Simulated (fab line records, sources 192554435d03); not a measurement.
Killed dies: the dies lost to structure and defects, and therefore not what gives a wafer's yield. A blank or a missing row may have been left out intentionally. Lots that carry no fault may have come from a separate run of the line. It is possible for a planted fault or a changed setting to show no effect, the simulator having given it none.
Split-lot study + flow n5 finfet + 39 wafers read across 7 lots, on a route 1938 steps long

== THE SPLIT ITSELF ==
At N5_PASSIVATION_DEVELOP_43 (develop time 60 s), the setting develop time s was moved away from the recipe's 60 s on 12 of the 39 wafers read, by -40.5% to +32.0%. For the rest of the wafers, this setting stayed at what the recipe calls for.

== FROM THE SPLIT TO THE READING: what the file shows between them, 1 step ==
- N5_PASSIVATION_HARDBAKE_45: time 120 s

== THE READING ==
cd nm at N5_PASSIVATION_CD_MEAS_44, given in nm (cd target 40000 nm). Fault-free wafers of this fab line usually give 39997 nm, standard deviation 3.5 nm.

| wafer  | tool, chamber at the split | develop time s as run, s | against the recipe | cd nm, nm | against lot-mates on the recipe |
|--------|----------------------------|--------------------------|--------------------|-----------|---------------------------------|
| L074.1 | litho track-05, 0          | 60                       | recipe             | 39995     | -                               |
| L074.2 | litho track-05, 0          | 60                       | recipe             | 40001     | -                               |
| L074.3 | litho track-05, 0          | 60                       | recipe             | 40002     | -                               |
| L074.4 | litho track-05, 0          | 60                       | recipe             | 40002     | -                               |
| L074.5 | litho track-05, 0          | 60                       | recipe             | 40000     | -                               |
| L074.6 | litho track-05, 0          | 60                       | recipe             | 40001     | -                               |
| L078.1 | litho track-02, 0          | 79.23                    | +32.0%             | 40008     | +10                             |
| L078.2 | litho track-02, 0          | 60                       | recipe             | 39996     | -                               |
| L078.3 | litho track-02, 0          | 79.23                    | +32.0%             | 40010     | +12                             |
| L078.4 | litho track-02, 0          | 79.23                    | +32.0%             | 40008     | +10                             |
| L078.5 | litho track-02, 0          | 60                       | recipe             | 39998     | -                               |
| L078.6 | litho track-02, 0          | 60                       | recipe             | 39999     | -                               |
| L079.1 | litho track-05, 0          | 60                       | recipe             | 39996     | -                               |
| L079.2 | litho track-05, 0          | 70.85                    | +18.1%             | 40005     | +7                              |
| L079.3 | litho track-05, 0          | 60                       | recipe             | 39998     | -                               |
| L079.4 | litho track-05, 0          | 70.85                    | +18.1%             | 40005     | +7                              |
| L079.5 | litho track-05, 0          | 60                       | recipe             | 40000     | -                               |
| L079.6 | litho track-05, 0          | 70.85                    | +18.1%             | 40002     | +4                              |
| L082.2 | litho track-05, 0          | 60                       | recipe             | 40000     | -                               |
| L082.3 | litho track-05, 0          | 60                       | recipe             | 40001     | -                               |
| L082.6 | litho track-05, 0          | 60                       | recipe             | 40001     | -                               |
| L085.1 | litho track-03, 0          | 60                       | recipe             | 39991     | -                               |
| L085.2 | litho track-03, 0          | 60                       | recipe             | 40000     | -                               |
| L085.3 | litho track-03, 0          | 60                       | recipe             | 40000     | -                               |
| L085.4 | litho track-03, 0          | 60                       | recipe             | 40002     | -                               |
| L085.5 | litho track-03, 0          | 60                       | recipe             | 39993     | -                               |
| L085.6 | litho track-03, 0          | 60                       | recipe             | 39997     | -                               |
| L089.1 | litho track-05, 0          | 60                       | recipe             | 40002     | -                               |
| L089.2 | litho track-05, 0          | 35.7                     | -40.5%             | 39976     | -26                             |
| L089.3 | litho track-05, 0          | 35.7                     | -40.5%             | 39980     | -22                             |
| L089.4 | litho track-05, 0          | 35.7                     | -40.5%             | 39981     | -21                             |
| L089.5 | litho track-05, 0          | 60                       | recipe             | 40002     | -                               |
| L089.6 | litho track-05, 0          | 60                       | recipe             | 40002     | -                               |
| L090.1 | litho track-05, 0          | 60                       | recipe             | 40002     | -                               |
| L090.2 | litho track-05, 0          | 46.84                    | -21.9%             | 39989     | -12                             |
| L090.3 | litho track-05, 0          | 46.84                    | -21.9%             | 39986     | -15                             |
| L090.4 | litho track-05, 0          | 60                       | recipe             | 40002     | -                               |
| L090.5 | litho track-05, 0          | 46.84                    | -21.9%             | 39985     | -16                             |
| L090.6 | litho track-05, 0          | 60                       | recipe             | 39998     | -                               |

FIT RESULTS
A straight line over all 39 wafers: cd nm changes by +0.423 nm for each +1% of develop time s; r = +0.91; the points scatter about the line by 3.1 nm.
The same after taking each lot's own level away (the mean of its wafers on the recipe; 39 wafers): +0.485 nm for each +1%; r = +0.95; scatter 2.8 nm.
Per that fit: largest develop time s move, reading shift of 20 nm.
The span of the lots' own levels, 39997.2 to 40002.0 nm, comes to 1.4 times the standard deviation stated above.
Hence the slope depends on the lot-to-lot level, as the two fits are not the same.
Check: -19.6 nm against its lot-mates is what the line predicts for one of the wafers moved furthest among these (-40.5%) when that wafer is left out of the fit. It came out at -26 nm against them.

== THE OTHER SPLITS THESE WAFERS WENT THROUGH ==
Before the reading, these wafers also passed through other splits. Each is held against what the fit with the lots' levels taken away leaves over:
| other split on the same wafers      | wafers away from the commonest value | r with cd nm (lot level and that fit taken away) |
|-------------------------------------|--------------------------------------|--------------------------------------------------|
| N5_BEOL_M13_ILD_DEP_00 target thk a | 12                                   | +0.20                                            |
| N5_BEOL_M15_ILD_DEP_00 target thk a | 12                                   | -0.07                                            |

== THE FILE'S OWN FIT ==
cd nm changes by +0.486 nm for each +1% of develop time s, r = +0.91.
